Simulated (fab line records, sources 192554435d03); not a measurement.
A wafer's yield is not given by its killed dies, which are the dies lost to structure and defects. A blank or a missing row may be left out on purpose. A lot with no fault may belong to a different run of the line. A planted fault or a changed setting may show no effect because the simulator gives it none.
fab line records | flow n5_finfet | part 2 of 2: steps 5 to 6 of 6
[record] lots = 23 wafers = 69 last_day = 18
route steps=1938 shown HKMG_FIN@398 GATE_CUT@477 MOL_CONTACT_COAG@530
lots untouched by any fault: they come from a run of this same line in which no faults occurred
start_h: start of the lot's first displayed wafer, in hours after the record's first day | wait_h: hours elapsed since this lot's preceding step | " the same as in the row above | L1.1+2: a single row standing in for several wafers | - no value, or no start given | * or withheld: withheld | < > ~ a bound
route shown NAME@n: a module of which the file shows steps, and the number in the route of the first | usual: the fault-free wafers' mean and standard deviation | same: alike in all rows | chamber/n: place in a boat | sites: each site's reading | _std_site: how widely they spread, as a standard deviation | _edge_site: inner sites' mean taken away from outer sites' mean | radius_mm: for every site, how far away it sits from the centre of the wafer | mask NAME#n: copy n | behind: the tool/chamber that last shaped the wafer | hold: why the lot was held/for how many hours/how that ended | device: the n, p or np transistor that did not switch | end of line: tests run on the same wafers once the route is complete | a step without rows: its recipe alone | killed: at the first sort, the dies lost to defects and structure; wafer yield is something else | map: the dies of a wafer, with x for killed, . for not killed, _ for no die there
set.NAME: the run value of the setting; set.NAME@STEP: its run value at that earlier step | model.NAME: the simulator's own value behind a step, which no gauge read
a sample of lots followed through the steps of the route, with each step as a table and each wafer as a row
services: from which hour (start_h, from the record's first day; less than 0 if before it) a tool's chamber was out of use, for how many hours, and why
[[steps]]
[step N5_MOL_CONTACT_COAG_ETCH_59]
[recipe] chemistry = N2/H2 target = underlayer target_depth_a = 130 mask_material = CAR-EUV time_s = 10.4 ion_energy_ev = 200 pressure_mtorr = 30 source_w = 840 bias_w = 150 n2_flow_sccm = 200 h2_flow_sccm = 200 ends = cleared
[usual] drypump_motor_current_A = 5.7/0.5 etch_rf_on_time_s = 10.41/0.18 oes_product_au = 0.65/0.062 rf_vpp_V = 523.0/1.2 showerhead_plenum_p_Torr = 2.51/0.035 throttle_valve_pct = 17.90/0.26
// columns lot.wafer tool chamber start_h wait_h drypump_motor_current_A etch_rf_on_time_s oes_product_au rf_hours_counter_h rf_vpp_V showerhead_plenum_p_Torr throttle_valve_pct
L074.1 rie_diel-01 0 91.67 0.0 6.5 10.52 0.80 13 522.6 2.50 17.37
L074.2 " 3 " " 4.8 10.39 0.65 161 524.0 2.54 18.05
L074.5 " 0 " " 6.5 10.40 0.80 - 523.7 2.50 17.36
L075.1 rie_diel-02 2 95.51 0.0 6.0 10.84 0.64 142 524.0 2.55 18.23
L075.2 " 3 " " 6.1 10.37 0.68 89 523.5 2.57 17.70
L075.3 " 0 " " 5.6 10.39 0.69 84 522.4 2.46 17.74
L076.3 rie_diel-02 0 100.20 0.0 5.6 10.24 0.70 86 522.1 2.46 17.76
L076.4 " 1 " " 6.1 10.20 0.64 134 524.1 2.56 17.64
L076.6 " 3 " " 6.1 10.31 0.68 - 522.9 2.57 17.68
L077.4 rie_diel-01 2 109.88 0.0 5.7 10.65 0.58 239 524.5 2.51 18.20
L077.5 " 2 " " 5.7 10.55 0.58 - 520.9 2.51 18.21
L077.6 " 3 " " 4.8 10.48 0.64 - 522.4 2.53 18.07
L078.4 rie_diel-01 3 111.23 0.0 4.8 10.52 0.64 169 522.9 2.53 18.07
L078.5 " 0 " " 6.5 10.59 0.77 - 522.1 2.50 17.38
L078.6 " 3 " " 4.8 10.55 0.64 - 522.6 2.53 18.07
L079.2 rie_diel-05 3 121.21 0.0 5.8 10.64 0.60 192 523.0 2.52 18.19
L079.4 " 0 " " 5.1 10.61 0.59 215 523.7 2.52 17.82
L079.6 " 2 " " 5.1 10.31 0.63 - 521.5 2.44 17.95
L080.1 rie_diel-02 0 125.63 0.0 5.6 10.16 0.69 94 521.3 2.46 17.77
L080.4 " 1 " " 6.1 10.15 0.64 144 524.7 2.56 17.68
L080.5 " 1 " " 6.1 10.12 0.64 - 524.0 2.56 17.70
L081.3 rie_diel-01 3 133.26 0.0 4.8 10.47 0.64 178 524.7 2.53 18.08
L081.5 " 0 " " 6.5 10.46 0.76 - 522.7 2.50 17.40
L081.6 " 2 " " 5.7 10.59 0.58 - 521.9 2.50 18.21
L082.1 rie_diel-01 0 136.20 0.0 6.5 10.42 0.77 31 520.8 2.50 17.41
L082.3 " 3 " " 4.8 10.46 0.64 179 525.1 2.53 18.08
L082.5 " 2 " " 5.7 10.63 0.58 - 522.0 2.50 18.23
L083.2 rie_diel-01 0 147.61 0.0 6.5 10.46 0.75 34 521.7 2.50 17.39
L083.5 " 0 " " 6.6 10.45 0.75 - 523.1 2.50 17.40
L083.6 " 3 " " 4.8 10.63 0.64 - 523.0 2.53 18.10
L084.1 rie_diel-05 1 152.58 0.0 6.0 10.23 0.60 245 524.0 2.49 17.86
L084.3 " 3 " " 5.8 10.56 0.61 204 523.9 2.51 18.20
L084.6 " 1 " " 6.0 10.29 0.61 - 522.8 2.49 17.85
L085.1 rie_diel-02 1 156.22 0.0 6.1 10.20 0.63 154 523.7 2.55 17.71
L085.2 " 0 " " 5.7 10.16 0.69 104 521.4 2.46 17.78
L085.3 " 2 " " 6.0 10.60 0.63 163 524.9 2.54 18.26
L086.3 rie_diel-05 2 166.48 0.0 5.1 10.28 0.63 168 521.0 2.44 17.99
L086.4 " 2 " " 5.1 10.31 0.62 - 520.6 2.44 17.97
L086.5 " 3 " " 5.8 10.57 0.60 - 523.9 2.51 18.21
L087.2 rie_diel-02 2 170.19 0.0 5.9 10.74 0.63 169 523.3 2.54 18.29
L087.3 " 0 " " 5.6 10.36 0.67 109 521.1 2.45 17.78
L087.6 " 2 " " 5.9 10.88 0.62 - 525.1 2.54 18.26
L088.2 rie_diel-01 3 172.13 0.0 4.8 10.49 0.63 193 523.7 2.52 18.11
L088.4 " 0 " " 6.5 10.47 0.74 45 522.3 2.49 17.43
L088.6 " 2 " " 5.7 10.16 0.83 - 523.1 2.50 17.75
L089.2 rie_diel-01 1 189.83 0.0 5.7 10.29 0.60 239 521.7 2.50 18.03
L089.3 " 0 " " 6.5 10.37 0.73 51 522.5 2.49 17.42
L089.6 " 1 " " 5.8 10.38 0.59 - 524.3 2.50 18.01
L090.1 rie_diel-01 0 190.57 0.0 6.5 10.37 0.74 51 521.6 2.49 17.43
L090.2 " 2 " " 5.7 10.01 0.82 11 522.6 2.50 17.77
L090.6 " 3 " " 4.8 10.37 0.62 - 522.6 2.52 18.13
L091.1 rie_diel-05 0 192.46 0.0 5.1 10.56 0.58 238 523.1 2.51 17.87
L091.4 " 2 " " 5.1 10.28 0.61 - 520.4 2.43 18.00
L091.6 " 3 " " 5.8 10.47 0.60 - 522.6 2.51 18.24
L092.3 rie_diel-02 0 197.74 0.0 5.6 10.24 0.66 118 521.9 2.45 17.81
L092.4 " 2 " " 6.0 10.72 0.62 178 523.3 2.53 18.29
L092.6 " 0 " " 5.6 10.31 0.67 - 521.2 2.45 17.80
L093.1 rie_diel-02 3 201.86 0.0 6.1 10.32 0.65 125 525.5 2.56 17.76
L093.3 " 0 " " 5.6 10.34 0.66 120 521.9 2.45 17.79
L093.4 " 2 " " 5.9 10.71 0.62 179 523.1 2.53 18.29
L094.1 rie_diel-02 2 212.08 0.0 5.9 10.72 0.62 183 522.5 2.53 18.30
L094.5 " 3 " " 6.1 10.19 0.66 - 525.2 2.55 17.78
L094.6 " 2 " " 5.9 10.65 0.61 - 521.5 2.53 18.29
L095.2 rie_diel-02 3 213.45 0.0 6.1 10.25 0.65 129 523.6 2.55 17.77
L095.5 " 2 " " 5.9 10.73 0.62 - 522.2 2.53 18.29
L095.6 " 3 " " 6.0 10.36 0.65 - 522.8 2.55 17.77
L097.1 rie_diel-02 3 227.38 0.0 6.1 10.31 0.65 133 524.9 2.55 17.77
L097.2 " 2 " " 5.9 10.83 0.61 187 523.9 2.53 18.30
L097.4 " 1 " " 6.1 10.42 0.60 178 523.7 2.54 17.75
[step N5_MOL_CONTACT_COAG_ETCH_105]
[recipe] chemistry = CF4 target = SiARC target_depth_a = 156 mask_material = CAR-EUV time_s = 26 ion_energy_ev = 80 pressure_mtorr = 40 source_w = 545 bias_w = 36 Ar_flow_sccm = 100 cf4_flow_sccm = 100 ends = cleared
[usual] drypump_motor_current_A = 5.7/0.5 etch_rf_on_time_s = 26.0/0.43 mfc_ar_sccm = 100.0/0.3 oes_product_au = 0.65/0.063 rf_vpp_V = 183.7/0.92 showerhead_plenum_p_Torr = 2.117/0.029 throttle_valve_pct = 15.68/0.27
// columns lot.wafer tool chamber start_h wait_h drypump_motor_current_A etch_rf_on_time_s mfc_ar_sccm oes_product_au rf_hours_counter_h rf_vpp_V showerhead_plenum_p_Torr throttle_valve_pct
L074.1 rie_diel-01 0 91.69 0.0 6.5 25.9 99.6 0.80 13 183.4 2.106 15.13
L074.2 " 3 " " 4.8 25.9 100.5 0.65 161 184.2 2.142 15.78
L074.5 " 0 " " 6.5 26.1 100.0 0.79 - 184.5 2.106 15.12
L075.1 rie_diel-02 2 95.53 0.0 5.9 26.8 99.6 0.64 142 183.9 2.150 16.00
L075.2 " 3 " " 6.0 25.9 99.5 0.68 89 184.7 2.164 15.48
L075.3 " 0 " " 5.6 26.1 100.3 0.68 84 183.3 2.077 15.54
L076.3 rie_diel-02 0 100.22 0.0 5.6 25.7 99.7 0.69 86 183.2 2.076 15.53
L076.4 " 1 " " 6.1 25.4 100.2 0.64 134 184.0 2.150 15.40
L076.6 " 3 " " 6.1 25.4 99.7 0.68 - 185.7 2.163 15.48
L077.4 rie_diel-01 2 109.90 0.0 5.7 26.4 99.9 0.58 239 183.8 2.117 16.06
L077.5 " 2 " " 5.7 26.6 100.1 0.59 - 183.2 2.117 16.07
L077.6 " 3 " " 4.8 26.3 99.8 0.64 - 183.2 2.139 15.80
L078.4 rie_diel-01 3 111.25 0.0 4.8 26.4 99.8 0.64 169 184.7 2.138 15.78
L078.5 " 0 " " 6.5 26.2 99.3 0.77 - 183.7 2.103 15.13
L078.6 " 3 " " 4.8 26.4 99.8 0.64 - 183.2 2.138 15.80
L079.2 rie_diel-05 3 121.23 0.0 5.8 26.2 100.2 0.61 192 183.5 2.130 16.04
L079.4 " 0 " " 5.1 26.1 100.0 0.59 215 182.6 2.117 15.58
L079.6 " 2 " " 5.1 25.6 99.7 0.64 - 183.3 2.056 15.69
L080.1 rie_diel-02 0 125.65 0.0 5.6 25.8 100.2 0.69 94 184.5 2.074 15.55
L080.4 " 1 " " 6.1 25.6 100.2 0.63 144 183.9 2.147 15.43
L080.5 " 1 " " 6.1 25.5 99.8 0.63 - 183.7 2.147 15.41
L081.3 rie_diel-01 3 133.28 0.0 4.8 26.2 99.4 0.64 178 183.4 2.135 15.81
L081.5 " 0 " " 6.5 26.5 99.9 0.76 - 184.1 2.100 15.17
L081.6 " 2 " " 5.7 26.6 99.7 0.58 - 183.9 2.113 16.10
L082.1 rie_diel-01 0 136.22 0.0 6.5 25.9 99.6 0.76 31 181.8 2.100 15.17
L082.3 " 3 " " 4.8 26.1 99.7 0.63 179 182.5 2.135 15.81
L082.5 " 2 " " 5.7 26.2 99.8 0.58 - 183.5 2.113 16.10
L083.2 rie_diel-01 0 147.63 0.0 6.5 26.2 99.9 0.76 34 184.2 2.099 15.17
L083.5 " 0 " " 6.5 26.3 100.6 0.76 - 184.4 2.099 15.18
L083.6 " 3 " " 4.8 26.4 99.9 0.63 - 183.8 2.134 15.82
L084.1 rie_diel-05 1 152.60 0.0 6.0 25.6 99.8 0.60 245 183.6 2.109 15.73
L084.3 " 3 " " 5.8 26.2 100.2 0.61 204 182.4 2.126 16.05
L084.6 " 1 " " 6.0 25.7 99.8 0.61 - 183.1 2.109 15.73
L085.1 rie_diel-02 1 156.24 0.0 6.1 25.7 99.5 0.62 154 182.9 2.143 15.44
L085.2 " 0 " " 5.6 25.7 100.5 0.67 104 183.6 2.070 15.60
L085.3 " 2 " " 6.0 26.5 99.7 0.63 163 182.6 2.143 16.02
L086.3 rie_diel-05 2 166.50 0.0 5.1 25.3 100.0 0.63 168 184.1 2.050 15.70
L086.4 " 2 " " 5.2 25.5 99.8 0.62 - 182.3 2.050 15.71
L086.5 " 3 " " 5.8 26.0 100.0 0.61 - 182.9 2.126 16.07
L087.2 rie_diel-02 2 170.21 0.0 5.9 26.7 99.7 0.63 169 184.7 2.141 16.05
L087.3 " 0 " " 5.6 25.8 99.9 0.68 109 184.2 2.069 15.58
L087.6 " 2 " " 6.0 26.5 99.5 0.63 - 184.1 2.141 16.05
L088.2 rie_diel-01 3 172.15 0.0 4.8 26.0 99.8 0.63 193 183.8 2.131 15.83
L088.4 " 0 " " 6.5 26.0 100.0 0.74 45 184.5 2.095 15.19
L088.6 " 2 " " 5.7 25.1 100.3 0.84 - 182.8 2.111 15.57
L089.2 rie_diel-01 1 189.85 0.0 5.7 26.3 99.8 0.58 239 183.3 2.112 15.79
L089.3 " 0 " " 6.5 26.2 100.0 0.74 51 183.4 2.094 15.19
L089.6 " 1 " " 5.7 26.2 100.0 0.59 - 182.8 2.112 15.79
L090.1 rie_diel-01 0 190.59 0.0 6.5 26.4 99.6 0.74 51 183.9 2.094 15.19
L090.2 " 2 " " 5.7 25.6 99.8 0.81 11 183.4 2.110 15.61
L090.6 " 3 " " 4.8 26.4 100.3 0.62 - 182.4 2.128 15.86
L091.1 rie_diel-05 0 192.47 0.0 5.1 26.5 99.9 0.58 238 184.2 2.110 15.65
L091.4 " 2 " " 5.2 25.9 99.6 0.62 - 184.7 2.046 15.73
L091.6 " 3 " " 5.8 26.5 100.0 0.60 - 183.8 2.121 16.08
L092.3 rie_diel-02 0 197.76 0.0 5.6 25.9 99.7 0.67 118 183.2 2.066 15.61
L092.4 " 2 " " 6.0 26.7 99.9 0.62 178 184.7 2.138 16.07
L092.6 " 0 " " 5.6 25.8 99.8 0.67 - 181.4 2.066 15.61
L093.1 rie_diel-02 3 201.88 0.0 6.1 25.3 100.4 0.67 125 183.3 2.152 15.57
L093.3 " 0 " " 5.6 25.5 100.2 0.67 120 184.2 2.065 15.62
L093.4 " 2 " " 6.0 26.4 100.0 0.62 179 185.0 2.138 16.07
L094.1 rie_diel-02 2 212.10 0.0 6.0 27.1 99.7 0.61 183 183.1 2.136 16.07
L094.5 " 3 " " 6.0 26.0 100.2 0.65 - 182.5 2.150 15.56
L094.6 " 2 " " 5.9 27.0 99.8 0.62 - 185.9 2.136 16.10
L095.2 rie_diel-02 3 213.47 0.0 6.1 25.3 100.3 0.66 129 184.6 2.150 15.57
L095.5 " 2 " " 5.9 26.7 99.9 0.62 - 184.7 2.136 16.06
L095.6 " 3 " " 6.1 25.6 100.6 0.65 - 183.7 2.151 15.56
L097.1 rie_diel-02 3 227.40 0.0 6.1 25.9 99.6 0.65 133 182.2 2.149 15.57
L097.2 " 2 " " 6.0 27.1 99.7 0.61 187 182.9 2.135 16.09
L097.4 " 1 " " 6.1 25.8 100.4 0.61 178 184.7 2.135 15.50
[[services]]
// columns tool chamber start_h hours kind
rie_diel-02 - 55.82 15.6 pm
rie_metal-01 - 56.83 14.6 pm
rie_metal-03 - 57.75 0.5 repair
rie_diel-05 0 62.35 5.0 repair
pecvd-02 2 64.48 3.8 repair
rie_diel-01 1 88.68 15.3 repair
pecvd-02 - 95.69 5.5 pm
rie_metal-01 0 95.81 3.2 repair
pecvd-02 1 114.91 3.9 repair
pecvd-02 - 115.03 2.8 pm
rie_diel-01 1 126.77 8.7 repair
pecvd-02 - 126.84 1.8 repair
rie_diel-01 2 136.93 - clean
rie_diel-01 2 136.93 - consumable_replace:focus_ring
rie_diel-01 2 136.93 22.3 scheduled_down
rie_diel-01 2 136.93 22.3 vent_cycle
rie_diel-05 0 141.50 9.7 repair
pecvd-01 2 153.56 4.9 repair
pecvd-02 - 153.91 0.3 repair
rie_diel-05 1 163.92 15.8 repair
rie_metal-01 0 169.44 23.2 repair
rie_diel-01 0 205.00 10.7 repair
rie_diel-05 3 217.36 2.8 repair
rie_diel-01 1 226.12 7.0 repair
